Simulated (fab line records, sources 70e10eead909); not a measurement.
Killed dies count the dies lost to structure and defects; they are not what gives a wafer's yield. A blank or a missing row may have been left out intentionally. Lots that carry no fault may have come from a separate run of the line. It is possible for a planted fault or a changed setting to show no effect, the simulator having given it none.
Shared-tool check + flow nand_harc + 42 wafers sampled across 14 lots

== THE REASON FOR OPENING IT ==
Flagged at NHARC_END_SORT_01: reading killed_at_array, on 2 of 14 lots. No-fault wafers: 54, standard deviation 21.
Rule: a lot is flagged in two cases, either no wafer of it has a number, or all its wafers with numbers fall more than 4 standard deviations from that mean. The rest of the lots are taken to be sound.

| lot  | measured     | on        | killed_at_array, wafer by wafer | flag    |
|------|--------------|-----------|---------------------------------|---------|
| L375 | day 25 01:17 | prober-02 | 14 21 25                        |         |
| L377 | day 25 01:41 | prober-01 | 61 41 43                        |         |
| L379 | day 26 22:45 | prober-02 | 85 85 87                        |         |
| L380 | day 27 00:20 | prober-01 | 36 44 44                        |         |
| L378 | day 27 09:43 | prober-01 | 21 23 31                        |         |
| L389 | day 30 09:28 | prober-02 | 673 673 674                     | FLAGGED |
| L387 | day 30 20:46 | prober-02 | 673 672 671                     | FLAGGED |
| L391 | day 31 01:50 | prober-01 | 62 64 53                        |         |
| L393 | day 31 12:10 | prober-02 | 55 65 60                        |         |
| L392 | day 31 23:44 | prober-01 | 86 81 70                        |         |
| L395 | day 32 05:32 | prober-02 | 87 77 94                        |         |
| L397 | day 33 18:04 | prober-02 | 26 22 26                        |         |
| L396 | day 33 19:38 | prober-01 | 65 74 41                        |         |
| L398 | day 34 04:04 | prober-02 | 35 51 41                        |         |
On average the flagged lots' numbers are 673, which is +619 against the usual, or +29 standard deviations.

== WHICH TOOL EACH LOT WENT THROUGH ==
3 process steps preceding the reading are held in the record, out of 1302 steps in the route. Each cell gives the tool, then ch followed by the chambers the sampled wafers passed through, then the start.
| lot  | flag    | NHARC_A_SLIT_DEP_00           | NHARC_THIN_TSV_PVD_19                   | NHARC_THIN_TSV_STRIP_56              |
|------|---------|-------------------------------|-----------------------------------------|--------------------------------------|
| L375 |         | acl_dep-01 ch 0, day 19 23:47 | pvd_sputter-01, day 24 14:41 or earlier | plasma_asher-02 ch 0,1, day 24 14:41 |
| L377 |         | acl_dep-01 ch 0, day 19 21:17 | pvd_sputter-01, day 24 06:10 or earlier | plasma_asher-01 ch 0,1, day 24 06:10 |
| L379 |         | acl_dep-01 ch 0, day 21 23:43 | pvd_sputter-01, day 26 16:05 or earlier | plasma_asher-02 ch 0,1, day 26 16:05 |
| L380 |         | acl_dep-03 ch 0, day 22 02:39 | pvd_sputter-02, day 26 14:28 or earlier | plasma_asher-01 ch 0,1, day 26 14:28 |
| L378 |         | acl_dep-01 ch 0, day 22 07:52 | pvd_sputter-02, day 27 00:02 or earlier | plasma_asher-01 ch 0,1, day 27 00:02 |
| L389 | FLAGGED | acl_dep-01 ch 0, day 25 12:13 | no row                                  | no row                               |
| L387 | FLAGGED | acl_dep-01 ch 0, day 25 16:39 | no row                                  | no row                               |
| L391 |         | acl_dep-03 ch 0, day 25 15:50 | pvd_sputter-03, day 30 11:17 or earlier | plasma_asher-02 ch 0,1, day 30 11:17 |
| L393 |         | acl_dep-03 ch 0, day 26 15:34 | pvd_sputter-03, day 31 01:57 or earlier | plasma_asher-01 ch 0,1, day 31 01:57 |
| L392 |         | acl_dep-02 ch 0, day 26 22:55 | pvd_sputter-02, day 31 14:37 or earlier | plasma_asher-01 ch 0,1, day 31 14:37 |
| L395 |         | acl_dep-02 ch 0, day 27 10:29 | pvd_sputter-03, day 31 19:35 or earlier | plasma_asher-02 ch 0,1, day 31 19:35 |
| L397 |         | acl_dep-02 ch 0, day 28 19:52 | pvd_sputter-03, day 33 09:43 or earlier | plasma_asher-01 ch 0,1, day 33 09:43 |
| L396 |         | acl_dep-01 ch 0, day 28 18:41 | pvd_sputter-03, day 33 11:04 or earlier | plasma_asher-01 ch 0,1, day 33 11:04 |
| L398 |         | acl_dep-03 ch 0, day 29 11:16 | pvd_sputter-03, day 33 18:04 or earlier | plasma_asher-01 ch 0,1, day 33 18:04 |
These steps, and what they do:
- NHARC_A_SLIT_DEP_00: deposits aC, target thk 6200 nm.
- NHARC_THIN_TSV_PVD_19: deposits TaN, target thk 20 nm.
- NHARC_THIN_TSV_STRIP_56: strips in O2.
- NHARC_END_SORT_01

== FLAGGED OVER TOTAL, TOOL BY TOOL (the gauges that took the reading come last) ==
| step                    | tool            | lots run | flagged | share of the flagged lots | sound lots run after its first flagged lot |
|-------------------------|-----------------|----------|---------|---------------------------|--------------------------------------------|
| NHARC_A_SLIT_DEP_00     | acl_dep-01      | 7        | 2       | all                       | 1 (L396)                                   |
| NHARC_A_SLIT_DEP_00     | acl_dep-02      | 3        | 0       | none                      | -                                          |
| NHARC_A_SLIT_DEP_00     | acl_dep-03      | 4        | 0       | none                      | -                                          |
| NHARC_THIN_TSV_PVD_19   | pvd_sputter-01  | 3        | 0       | none                      | -                                          |
| NHARC_THIN_TSV_PVD_19   | pvd_sputter-02  | 3        | 0       | none                      | -                                          |
| NHARC_THIN_TSV_PVD_19   | pvd_sputter-03  | 6        | 0       | none                      | -                                          |
| NHARC_THIN_TSV_STRIP_56 | plasma_asher-01 | 8        | 0       | none                      | -                                          |
| NHARC_THIN_TSV_STRIP_56 | plasma_asher-02 | 4        | 0       | none                      | -                                          |
| NHARC_END_SORT_01       | prober-01       | 6        | 0       | none                      | -                                          |
| NHARC_END_SORT_01       | prober-02       | 8        | 2       | all                       | 4 (L393,L395,L397,L398)                    |
With no start given for some of its lots, NHARC_THIN_TSV_PVD_19 uses the hours and lot order of NHARC_THIN_TSV_STRIP_56.

== WHAT THE TABLE ALLOWS ==
Every flagged lot went through 2 rows of the table: acl_dep-01 at NHARC_A_SLIT_DEP_00 and prober-02 at NHARC_END_SORT_01.
- acl_dep-01 at NHARC_A_SLIT_DEP_00 ran 7 lots, 2 of them flagged. After the first flagged lot (L396), sound lots still ran on it; a lasting fault on the whole tool would not permit that.
- prober-02 at NHARC_END_SORT_01 ran 8 lots, 2 of them flagged. After the first flagged lot (L393, L395, L397, L398), sound lots still ran on it; a lasting fault on the whole tool would not permit that.
None of the table's rows ran every flagged lot and, after the first, no sound lot.

== WHAT THE SIMULATOR HAD PUT IN ==
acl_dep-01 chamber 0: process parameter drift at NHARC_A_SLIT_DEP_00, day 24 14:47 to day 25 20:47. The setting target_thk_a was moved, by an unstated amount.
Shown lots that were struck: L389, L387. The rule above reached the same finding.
